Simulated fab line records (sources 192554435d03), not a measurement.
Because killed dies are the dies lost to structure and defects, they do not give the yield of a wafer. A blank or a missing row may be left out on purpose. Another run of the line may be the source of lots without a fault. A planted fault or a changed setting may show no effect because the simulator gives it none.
Chamber matching | flow n5 finfet | N5_BEOL_M11_CURE_71 on uv cure-03: 3 sister chambers
The step cures SiCOH lowk, time 240 s. 3 wafers are shown with their chamber, then 10 later ones without.

== WAFERS, EACH WITH ITS CHAMBER ==
wafer  | chamber | wafer_temp_C_max
L079.6 | 0       | 388.8
L084.5 | 1       | 385.7
L089.5 | 2       | 385.6

== WAFERS MISSING THEIR CHAMBER ==
wafer  | wafer_temp_C_max
L089.6 | 386.0
L093.1 | 386.0
L093.2 | 385.7
L093.3 | 385.6
L094.2 | 388.9
L094.4 | 386.9
L094.5 | 387.2
L096.2 | 386.2
L096.3 | 386.3
L096.4 | 385.8

== THE CHAMBER EACH PASSED THROUGH ==
wafer  | from the rows above          | in truth
L089.6 | can't be placed: 1 or 2      | 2
L093.1 | can't be placed: 1 or 2      | 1
L093.2 | can't be placed: 1 or 2      | 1
L093.3 | can't be placed: 2 or 1      | 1
L094.2 | 0                            | 0
L094.4 | can't be placed: 1 or 2 or 0 | 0
L094.5 | can't be placed: 1 or 2 or 0 | 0
L096.2 | can't be placed: 1 or 2      | 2
L096.3 | can't be placed: 1 or 2      | 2
L096.4 | can't be placed: 1 or 2      | 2
Placed correctly: 1 of 10. From these rows, 9 cannot be placed; in 9 the true chamber is one of the candidates. Placed wrongly: 0.
How it was worked out, from the rows above alone: a wafer's distance from a chamber is the root of the sum, over the readings, of the square of ((its reading less the chamber's mean) divided by the reading's scatter). The wafer belongs to the nearest chamber; if the next one is less than 2 further off, it can't be placed. The mean given for a chamber averages the wafers shown for that chamber. The scatter (one wafer shown for each chamber): square how far every hidden wafer sits from the nearest shown wafer, average those squares and take the square root.
